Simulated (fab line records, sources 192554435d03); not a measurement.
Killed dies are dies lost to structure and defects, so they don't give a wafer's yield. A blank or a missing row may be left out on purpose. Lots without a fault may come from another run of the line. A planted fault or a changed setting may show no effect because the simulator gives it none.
Chamber matching | flow n5_finfet | N5_BEOL_M9_STRIP_36 on rie_diel-04: 4 sister chambers
The step strips in N2/H2. 4 wafers are shown with their chamber, then 12 later ones without.

WAFERS WITH THEIR CHAMBER
wafer  | chamber | showerhead_plenum_p_Torr (Torr)
L083.6 | 2       | 2.60
L088.1 | 0       | 2.60
L088.3 | 1       | 2.53
L088.4 | 3       | 2.41

WAFERS WITHOUT THEIR CHAMBER
wafer  | showerhead_plenum_p_Torr (Torr)
L089.1 | 2.53
L089.4 | 2.59
L089.5 | 2.53
L093.3 | 2.60
L093.4 | 2.59
L093.6 | 2.41
L095.2 | 2.41
L095.3 | 2.59
L095.4 | 2.59
L096.2 | 2.40
L096.4 | 2.59
L096.6 | 2.59

WHICH CHAMBER EACH WENT THROUGH
wafer  | from the rows above     | in truth
L089.1 | 1                       | 1
L089.4 | can't be placed: 0 or 2 | 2
L089.5 | 1                       | 1
L093.3 | can't be placed: 0 or 2 | 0
L093.4 | can't be placed: 0 or 2 | 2
L093.6 | 3                       | 3
L095.2 | 3                       | 3
L095.3 | can't be placed: 0 or 2 | 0
L095.4 | can't be placed: 0 or 2 | 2
L096.2 | 3                       | 3
L096.4 | can't be placed: 0 or 2 | 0
L096.6 | can't be placed: 0 or 2 | 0
Placed correctly: 5 of 12. Can't be placed from these rows: 7 (the true chamber is among the candidates in 7). Placed wrongly: 0.
How it was worked out, from the rows above alone: a wafer's distance from a chamber is the root of the sum, over the readings, of the square of ((its reading less the chamber's mean) divided by the reading's scatter). The wafer belongs to the nearest chamber; if the next one is less than 2 further off, it can't be placed. A chamber's mean is the mean of its shown wafers. The scatter: with one shown wafer a chamber, the root of the mean of the squares of how far each hidden wafer lies from its nearest shown one.
